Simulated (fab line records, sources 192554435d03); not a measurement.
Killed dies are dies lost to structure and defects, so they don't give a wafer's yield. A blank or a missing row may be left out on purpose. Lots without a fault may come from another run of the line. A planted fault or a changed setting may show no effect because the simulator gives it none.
A struck lot beside a sound one | flow n5_finfet | 23 steps out of a route of 1938
Sound: wafers L363.1, L363.2, L363.3. Struck: wafers L356.1, L356.2, L356.4. The cause comes at the end.
At each step with rows: each side's tool, then ch and its chambers, then its first start. Under that, the readings that differ: sound wafers | struck wafers | difference of the means | sigmas: that difference in standard deviations of wafers without a fault.
alike: readings whose means differ by less than 2 such deviations, and words and numbers that are the same on both sides. not compared: withheld readings, readings that some wafer has no value for, bounds like >300 that may hide the same value, and numbers for which the record gives no deviation and whose values overlap.
The two part at a step that has a row with sigmas, a row that says differs or no value, or rows on one side only. Numbers that don't overlap but have no deviation are shown without sigmas and don't part them. A reading that every wafer of one side lacks parts them only if that side has two wafers or more.

N5_BEOL_M6_INSPECT_13: inspects for defects (brightfield).
  sound on defect_inspect-01, day 13 12:00; struck on defect_inspect-01, day 12 07:34
  alike: raw_defect_count
N5_BEOL_M6_DESCUM_16: chemistry O2, time 7.9 s.
  sound on rie_diel-02 ch 0,1,2, day 13 12:10; struck on rie_diel-01 ch 1,2,3, day 12 07:59
  alike: drypump_motor_current_A, oes_product_au, rf_vpp_V, showerhead_plenum_p_Torr, throttle_valve_pct
  not compared: rf_hours_counter_h
then, 1 step without rows for these wafers: N5_BEOL_M6_ETCH_61 (etches SiARC in CF4, target depth 45.5 nm, time 75.8 s).
N5_BEOL_M6_ETCH_62: etches SOC in N2/H2, target depth 110 nm, overetch 22 nm, time 165 s.
  sound on rie_diel-02 ch 0,1,2, day 13 12:15; struck on rie_diel-01 ch 1,2,3, day 12 08:05
  alike: drypump_motor_current_A, oes_product_au, rf_vpp_V, showerhead_plenum_p_Torr, throttle_valve_pct
  not compared: rf_hours_counter_h
then, 1 step without rows for these wafers: N5_BEOL_M6_STRIP_68 (strips in N2/H2).
N5_BEOL_M6_STRIP_67: strips in CF4.
  sound on rie_diel-02 ch 0,1,2, day 13 12:23; struck on rie_diel-01 ch 1,2,3, day 12 08:14
  alike: drypump_motor_current_A, oes_product_au, rf_vpp_V, showerhead_plenum_p_Torr, throttle_valve_pct
  not compared: rf_hours_counter_h
then, 1 step without rows for these wafers: N5_BEOL_M6_HM_OPEN_17 (chemistry Cl2/BCl3, target TiN, target depth 20 nm, overetch 6 nm).
N5_BEOL_M6_STRIP_19: strips in O2.
  sound on rie_diel-03 ch 0,1,2, day 13 12:33; struck on rie_diel-03 ch 0,1,2, day 12 08:23
  alike: drypump_motor_current_A, oes_product_au, rf_vpp_V, showerhead_plenum_p_Torr, throttle_valve_pct
  not compared: rf_hours_counter_h
N5_BEOL_M6_CD_MEAS_18: pitch 80 nm, target cd 40 nm.
  sound on cd_sem-03, day 13 12:37; struck on cd_sem-02, day 12 08:27
  alike: cd_nm
then, 3 steps without rows for these wafers: N5_BEOL_M6_COAT_63 (time 60 s, resist thk 60 nm); N5_BEOL_M6_COAT_64 (time 60 s, resist thk 12 nm); N5_BEOL_M6_COAT_71 (time 60 s, resist thk 5 nm).
N5_BEOL_M6_COAT_22: resist thk 30 nm.
  sound on litho_track-04 ch 0, day 13 12:40; struck on litho_track-02 ch 0, day 12 10:15
  reading                                      | sound                | struck               | difference | sigmas
  spin_speed_rpm (rpm)                         | 1500.2 1500.1 1500.1 | 1526.9 1527.2 1527.2 | +27.0      | +28
  model.CAR-EUV_of_BEOL_M6_COAT_22.thk_nm (nm) | 30 30 30             | 29.8 29.8 29.8       | -0.2       |
then, 5 steps without rows for these wafers: N5_BEOL_M6_EBR_24; N5_BEOL_M6_SOFTBAKE_23 (time 60 s); N5_BEOL_M6_EXPOSE_25 (exposes mask V5, target cd 40 nm); N5_BEOL_M6_PEB_26 (peb time 60 s); N5_BEOL_M6_DEVELOP_27 (develop time 30 s).
N5_BEOL_M6_CD_MEAS_28: target cd 40 nm.
  sound on cd_sem-01 ch 0, day 13 13:04; struck on cd_sem-03 ch 0, day 12 10:41
  alike: cd_nm
N5_BEOL_M6_OVL_MEAS_29:
  sound on overlay-01 ch 0, day 13 13:05; struck on overlay-02 ch 0, day 12 10:43
  alike: V5_OVL
N5_BEOL_M6_INSPECT_30: inspects for defects (brightfield).
  sound on defect_inspect-02, day 13 13:09; struck on defect_inspect-02, day 12 10:47
  alike: raw_defect_count
N5_BEOL_M6_DESCUM_33: chemistry O2, time 7 s.
  sound on rie_diel-02 ch 0,1,2, day 13 13:11; struck on rie_diel-01 ch 0,2, day 12 10:49
  alike: drypump_motor_current_A, oes_product_au, rf_vpp_V, showerhead_plenum_p_Torr, throttle_valve_pct
  not compared: rf_hours_counter_h, model.CAR-EUV_of_BEOL_M6_COAT_22.thk_nm
N5_BEOL_M6_ETCH_72: etches underlayer in N2/H2, target depth 6.5 nm, time 5.2 s.
  sound on rie_diel-02 ch 0,1,2, day 13 13:13; struck on rie_diel-01 ch 0,2, day 12 10:52
  alike: drypump_motor_current_A, etch_rf_on_time_s, oes_product_au, rf_vpp_V, showerhead_plenum_p_Torr, throttle_valve_pct
  not compared: rf_hours_counter_h

WHERE THEY PART
Only at N5_BEOL_M6_COAT_22, within this record. Later steps at which nothing parts them and some readings are alike: N5_BEOL_M6_CD_MEAS_28, N5_BEOL_M6_OVL_MEAS_29, N5_BEOL_M6_INSPECT_30, N5_BEOL_M6_DESCUM_33, N5_BEOL_M6_ETCH_72.

WHY: what the simulator had put in
Process parameter drift: litho_track-02, from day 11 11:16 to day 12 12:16, at N5_BEOL_M6_COAT_22. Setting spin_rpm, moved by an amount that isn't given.
